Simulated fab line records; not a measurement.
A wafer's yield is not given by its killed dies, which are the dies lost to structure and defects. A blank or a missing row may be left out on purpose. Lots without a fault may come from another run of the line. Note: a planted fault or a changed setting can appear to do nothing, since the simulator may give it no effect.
What tool caused it?	flow n5_finfet	Sampling: 11 lots, 33 wafers, 4 of 1938 route steps

== WHAT EACH GAUGE READ, for each wafer ==
N5_BEOL_M15_RS_MEAS_54: measurement is done with a four-point probe.
lot	measured	on	M15_RS (ohm/sq)
L438	day 13 09:56	film_metro-01	0.02142 0.02121 0.02172
L440	day 14 05:08	film_metro-02	0.02152 0.02185 0.02151
L443	day 14 21:08	film_metro-02	0.02159 0.02153 0.02137
L446	day 15 13:12	film_metro-02	0.02162 0.02222 0.02145
L448	day 16 12:11	film_metro-01	0.02175 0.02163 0.02166
L449	day 16 18:53	film_metro-02	0.02207 0.02216 0.02183
L450	day 16 20:25	film_metro-01	0.02257 0.02231 0.02204
L451	day 17 16:33	film_metro-01	0.02126 0.02175 0.02194
L454	day 19 08:58	film_metro-01	0.02179 0.02172 0.02146
L460	day 19 19:20	film_metro-01	0.02171 0.02151 0.02139
L459	day 20 08:07	film_metro-01	0.02164 0.02143 0.02149

== WHICH TOOL RAN EACH LOT (tool, then ch and the chambers of the sampled wafers, then the start) ==
lot	N5_BEOL_M15_DESCUM_33	N5_BEOL_M15_SPUTTER_43	N5_BEOL_M15_ANNEAL_48
L438	rie_diel-01 ch 0,1, day 13 00:28	pvd_sputter-01, day 13 08:41	rtp_anneal-02 ch 0, day 13 09:12
L440	rie_diel-01 ch 0,1, day 14 00:07	pvd_sputter-02, day 14 03:49	rtp_anneal-02 ch 0, day 14 04:32
L443	rie_diel-02 ch 2,3, day 14 16:50	pvd_sputter-03, day 14 18:51	rtp_anneal-02 ch 0, day 14 20:30
L446	rie_diel-04 ch 1,2,3, day 15 08:53	pvd_sputter-02, day 15 11:41	rtp_anneal-02 ch 0, day 15 12:14
L448	rie_diel-02 ch 1,2,3, day 16 07:35	pvd_sputter-01, day 16 09:59	rtp_anneal-02 ch 0, day 16 11:28
L449	rie_diel-04 ch 1,3, day 16 14:37	pvd_sputter-03, day 16 16:13	rtp_anneal-01, day 16 18:12
L450	rie_diel-01 ch 0,1,3, day 16 17:47	pvd_sputter-01, day 16 19:10	rtp_anneal-01, day 16 19:44
L451	rie_diel-02 ch 0,2,3, day 17 14:32	pvd_sputter-01, day 17 15:18	rtp_anneal-02, day 17 15:49
L454	rie_diel-04 ch 0,1,3, day 19 03:20	pvd_sputter-01, day 19 07:42	rtp_anneal-01 ch 0, day 19 08:16
L460	rie_diel-04 ch 0,2,3, day 19 16:55	pvd_sputter-02, day 19 18:06	rtp_anneal-02 ch 0, day 19 18:37
L459	rie_diel-01 ch 1,2, day 20 03:46	pvd_sputter-02, day 20 06:53	rtp_anneal-02 ch 0, day 20 07:23
- N5_BEOL_M15_DESCUM_33: chemistry O2, time 7.9 s.
- N5_BEOL_M15_SPUTTER_43: material TaN, target thk 15 nm, time 24.19 s.
- N5_BEOL_M15_ANNEAL_48: time 90 s.

== AS READ BY THE TOOLS THEMSELVES (means over the sampled wafers that have a number; for cases with no such wafer, the mark the record gives instead) ==
N5_BEOL_M15_DESCUM_33.
lot	tool	drypump_motor_current_A (A)	oes_product_au (a.u.)	rf_vpp_V (V)	showerhead_plenum_p_Torr (Torr)	throttle_valve_pct (%)
L438	rie_diel-01	5.7	0.88	242.8	2.16	20.36
L440	rie_diel-01	5.6	0.86	244.2	2.15	20.37
L443	rie_diel-02	5.3	0.78	243.9	2.18	20.42
L446	rie_diel-04	5.8	0.77	244.0	2.12	20.39
L448	rie_diel-02	5.1	0.76	245.0	2.18	20.47
L449	rie_diel-04	5.8	0.77	243.5	2.13	20.33
L450	rie_diel-01	5.3	0.76	244.1	2.15	20.37
L451	rie_diel-02	5.1	0.82	244.9	2.17	20.47
L454	rie_diel-04	5.9	0.80	244.2	2.14	20.39
L460	rie_diel-04	5.7	0.82	243.5	2.08	20.40
L459	rie_diel-01	5.5	0.80	242.6	2.11	20.55

N5_BEOL_M15_SPUTTER_43.
lot	tool	bias_v (V)	susceptor_temp_C (C)	throttle_valve_pct (%)
L438	pvd_sputter-01	170.1	49.99	31.9
L440	pvd_sputter-02	169.0	49.94	30.5
L443	pvd_sputter-03	169.1	50.01	30.4
L446	pvd_sputter-02	168.1	49.97	30.3
L448	pvd_sputter-01	168.6	49.99	30.4
L449	pvd_sputter-03	166.6	49.89	30.3
L450	pvd_sputter-01	168.6	49.99	28.7
L451	pvd_sputter-01	171.4	50.00	30.7
L454	pvd_sputter-01	167.9	50.01	30.7
L460	pvd_sputter-02	169.3	50.04	31.5
L459	pvd_sputter-02	169.2	49.99	29.4

N5_BEOL_M15_ANNEAL_48.
lot	tool	anneal_temp_c (C)	anneal_temp_c_max	wafer_temp_C_max
L438	rtp_anneal-02	225.05	226.4	225.9
L440	rtp_anneal-02	225.00	226.3	226.3
L443	rtp_anneal-02	225.04	226.4	226.1
L446	rtp_anneal-02	225.00	226.4	226.4
L448	rtp_anneal-02	225.12	226.5	226.2
L449	rtp_anneal-01	-	-	-
L450	rtp_anneal-01	-	-	-
L451	rtp_anneal-02	-	-	-
L454	rtp_anneal-01	225.23	226.4	225.6
L460	rtp_anneal-02	224.80	226.5	226.2
L459	rtp_anneal-02	224.73	226.2	226.2

== THE ANSWER, worked out from the rows above alone ==
Rule: what is usual is taken from the lots themselves. Put in order of their means at a reading, lots are off if they are a third of the lots or fewer, leave a main group of 4 or more, and stand apart from it by a gap of 3 or more times the standard deviation of the main group's means; of several such gaps the widest counts. Not used: any main group whose means are identical at the precision the tables above print for the reading. Also off: a lot with no number at a reading for which 4 or more lots have one. All remaining lots with rows at the step are treated as sound. The gauges are gone through in route order, then the tools' own readings, and for those a lot's mean is taken as printed above. The first step at which some lot is off is used, and at that step the reading that is off furthest; a lot without a number counts as furthest.
Off: L449, L450, L451 (N5_BEOL_M15_ANNEAL_48, anneal_temp_c). Without a number there: L449, L450, L451. The main group has a mean of 225.00 C with a standard deviation of 0.15.
A tool fits if, at that step or a process step before it, it ran every lot that is off, and no sound lot after the first of them. Not one of the candidates tried fits.

== WHAT HAD BEEN PUT IN BY THE SIMULATOR ==
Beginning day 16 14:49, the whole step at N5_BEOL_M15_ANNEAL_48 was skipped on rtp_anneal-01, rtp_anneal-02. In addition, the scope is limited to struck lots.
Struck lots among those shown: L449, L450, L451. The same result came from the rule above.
